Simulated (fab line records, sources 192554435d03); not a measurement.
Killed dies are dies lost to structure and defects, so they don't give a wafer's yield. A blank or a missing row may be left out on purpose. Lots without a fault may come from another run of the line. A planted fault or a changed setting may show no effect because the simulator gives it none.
Which tool did it? | flow n5_finfet | 9 lots, 27 wafers sampled, at 2 steps of a route of 1938

WHAT THE GAUGES READ, wafer by wafer
N5_BEOL_M4_RC_MEAS_101.
lot  | measured     | on        | DIBL_N (mV/V)  | DIBL_P (mV/V)  | IOFF_N (nA/um)    | IOFF_P (nA/um) | ION_N (uA/um) | ION_P (uA/um) | SS_N (mV/dec)  | SS_P (mV/dec)  | VT_N (mV)   | VT_P (mV)
L170 | day 9 22:12  | prober-02 | 34.0 36.4 33.7 | 33.6 36.8 32.6 | 0.122 0.160 0.119 | 0.19 0.25 0.18 | 665 681 662   | 463 473 459   | 71.0 71.7 69.9 | 72.7 73.3 72.2 | 252 249 253 | -251.3 -247.2 -250.4
L172 | day 9 22:29  | prober-01 | 34.8 35.2 36.5 | 36.2 35.8 36.3 | 0.127 0.147 0.163 | 0.20 0.21 0.22 | 653 681 674   | 454 466 463   | 71.4 71.2 71.6 | 72.9 72.8 73.6 | 254 250 247 | -250.2 -248.6 -250.3
L171 | day 10 14:41 | prober-01 | 33.6 34.9 34.4 | 33.4 35.3 34.1 | 0.115 0.136 0.120 | 0.17 0.18 0.16 | 649 664 659   | 449 455 452   | 70.6 70.9 71.2 | 73.0 72.0 73.2 | 256 253 254 | -253.6 -253.6 -251.5
L179 | day 12 01:58 | prober-02 | 34.2 34.5 33.9 | 32.6 33.0 33.0 | 0.123 0.135 0.123 | 0.18 0.18 0.18 | 656 654 656   | 451 447 451   | 71.4 71.1 71.0 | 72.7 73.1 72.3 | 254 252 255 | -250.7 -251.3 -251.9
L182 | day 12 16:12 | prober-02 | 36.3 37.0 35.9 | 37.2 37.8 36.7 | 0.165 0.197 0.163 | 0.22 0.23 0.21 | 667 681 681   | 458 462 460   | 71.3 71.4 71.2 | 73.8 73.9 74.2 | 249 245 250 | -248.6 -246.4 -248.7
L184 | day 12 17:07 | prober-01 | 35.2 33.5 33.7 | 37.0 35.2 36.4 | 0.166 0.137 0.148 | 0.22 0.18 0.20 | 679 678 678   | 457 461 467   | 72.0 70.9 70.8 | 74.0 72.5 73.4 | 247 252 249 | -252.0 -254.6 -253.4
L185 | day 13 18:06 | prober-01 | 36.0 35.0 32.7 | 34.9 34.2 31.9 | 0.143 0.130 0.108 | 0.19 0.18 0.16 | 659 673 665   | 456 465 468   | 71.5 70.1 70.4 | 72.6 72.3 72.3 | 254 251 252 | -249.3 -252.6 -250.9
L187 | day 13 21:32 | prober-02 | 34.2 32.6 33.4 | 33.7 31.2 32.4 | 0.142 0.108 0.120 | 0.19 0.16 0.18 | 685 667 684   | 470 460 474   | 70.9 71.0 70.9 | 72.5 72.6 72.9 | 250 253 254 | -249.0 -253.1 -249.8
L186 | day 14 03:51 | prober-01 | 35.2 36.2 37.1 | 35.2 36.5 38.4 | 0.151 0.167 0.194 | 0.20 0.22 0.26 | 655 669 677   | 453 463 463   | 72.2 72.6 71.3 | 73.2 73.1 73.8 | 251 248 246 | -252.5 -248.8 -247.0

N5_BEOL_M12_CD_MEAS_17: target cd 140 nm.
lot  | measured     | on        | cd_nm (nm)
L170 | day 12 19:08 | cd_sem-03 | 140.3 139.9 140.3
L172 | day 12 20:01 | cd_sem-02 | 143.3 142.3 144.3
L171 | day 13 05:46 | cd_sem-02 | 138.7 140.6 141.1
L179 | day 15 05:49 | cd_sem-01 | 143.4 144.1 140.6
L182 | day 15 18:06 | cd_sem-02 | 141.0 144.2 140.4
L184 | day 15 16:35 | cd_sem-02 | 142.8 137.5 139.0
L185 | day 16 16:08 | cd_sem-03 | 145.3 144.2 142.3
L187 | day 16 20:46 | cd_sem-01 | 139.8 142.7 142.3
L186 | day 17 04:25 | cd_sem-03 | 137.6 138.2 137.7

WHICH TOOL RAN EACH LOT (tool, then ch and the chambers of the sampled wafers, then the start)
The record holds no process step before these readings.

WHAT THE TOOLS THEMSELVES READ (means of the sampled wafers that have a number; where no wafer has one, the mark that the record gives instead)
The record holds no such reading with a usual standard deviation.

THE ANSWER, worked out from the rows above alone
Rule: what is usual is taken from the lots themselves. Put in order of their means at a reading, lots are off if they are a third of the lots or fewer, leave a main group of 4 or more, and stand apart from it by a gap of 3 or more times the standard deviation of the main group's means; of several such gaps the widest counts. A main group whose means are all the same, to the digits that the tables above print for the reading, isn't used. A lot without any number at a reading at which 4 lots or more have one is off too. The other lots that the step has rows for count as sound. The gauges are gone through in route order, then the tools' own readings, and for those a lot's mean is taken as printed above. The first step at which some lot is off is used, and at that step the reading that is off furthest; a lot without a number counts as furthest.
No lot is off at any reading shown: from this, nothing can be told.

WHAT THE SIMULATOR HAD PUT IN
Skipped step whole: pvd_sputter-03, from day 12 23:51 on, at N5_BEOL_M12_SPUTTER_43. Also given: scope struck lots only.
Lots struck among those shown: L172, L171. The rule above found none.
